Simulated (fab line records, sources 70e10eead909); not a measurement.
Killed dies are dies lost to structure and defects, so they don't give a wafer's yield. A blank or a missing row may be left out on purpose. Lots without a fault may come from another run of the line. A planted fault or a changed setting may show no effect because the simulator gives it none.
Problem report in the 8D (eight disciplines) form, filled by code | flow nand_harc | the parts of the form that need people (team, actions taken, sign-off) are left out

1. THE PROBLEM
killed_dies at NHARC_END_SORT_01 reads a mean of 636 on 3 wafers of 3 lots; wafers without a fault read 30 with a standard deviation of 10. That is +61 standard deviations from the usual mean.
First seen on wafer L473.1, day 21 09:49, on prober-01. The record holds 9 wafers of 3 lots with a number at this step. Rule for "out", or "out of limits": more than 4 standard deviations from the usual mean. The other wafers with a number count as sound.

2. WHAT IT IS AND WHAT IT IS NOT
question                    | is                           | is not
which readings at this step | killed_dies, killed_at_array | killed_at_other, killed_at_periphery, killed_open, killed_short
which lots                  | L469, L473, L475             | -
which wafers of those lots  | L469.3, L473.1, L475.3       | L469.2, L469.5, L473.2, L473.6, L475.4, L475.5
read on which gauges        | prober-01, prober-02         | -
when                        | from day 21 09:49            | up to then (0 sound wafers); but 6 sound wafers of L469, L473, L475 came after

3. SUSPECTS, AND WHAT RULES EACH OUT
Counting: a tool at a process step up to the reading stays a suspect if it ran every lot that is out. Sound lots after the first of them don't rule it out here, since some wafers of a struck lot are sound.
- the gauge at NHARC_END_SORT_01: ruled out. The wafers that are out were read on 2 gauges (prober-01, prober-02).
- rie_metal-03 at NHARC_A_WL_FILL_ETCHBACK_04 (etches the open film in NF3, target depth 60 nm, time 120 s): kept. It ran every lot that is out, first L469 (day 17 09:59). Its own readings are out on those wafers: run_length_s.
- Within rie_metal-03 at NHARC_A_WL_FILL_ETCHBACK_04: the wafers that are out ran in chamber 1; their sound lot-mates ran in chamber 0.
Left after counting: rie_metal-03 at NHARC_A_WL_FILL_ETCHBACK_04.

4. THE CAUSE (what the simulator had put in)
Process parameter drift: rie_metal-03, from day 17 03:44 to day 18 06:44, at NHARC_A_WL_FILL_ETCHBACK_04. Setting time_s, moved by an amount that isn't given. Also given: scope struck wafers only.
Counting left only this tool.

5. THE CHAIN OF EFFECTS, in route order
Each row: a reading whose mean over the struck wafers that have a number lies more than 3 standard deviations from the usual. Only readings for which the record gives a usual standard deviation are gone through. hours: the time from each lot's start at the first step in this table that gives one to its start at this step, as a median over the lots. sigmas: the change in usual standard deviations.
hours | step                        | reading         | usual   | on struck wafers | change | sigmas
0     | NHARC_A_WL_FILL_ETCHBACK_04 | run_length_s    | 141.1 s | 98.3             | -42.8  | -97
99    | NHARC_END_SORT_01           | killed_at_array | 27      | 634              | +607   | +61
99    | NHARC_END_SORT_01           | killed_dies     | 30      | 636              | +606   | +61
The process steps in it:
- NHARC_A_WL_FILL_ETCHBACK_04: etches the open film in NF3, target depth 60 nm, time 120 s.

6. WHAT WOULD HAVE CAUGHT IT SOONER
In this record the first reading out of limits at a measuring or inspecting step was taken at day 21 09:49, 102 hours after the fault began at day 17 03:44.
The tool's own readings at NHARC_A_WL_FILL_ETCHBACK_04 were out on every struck wafer that the step has a row for (run_length_s): an alarm limit on them would have fired on the first of those.
All the lots that are out (3) had begun NHARC_A_WL_FILL_ETCHBACK_04 on rie_metal-03 by day 21 09:49. A hold on the tool at that time would have spared none of them.
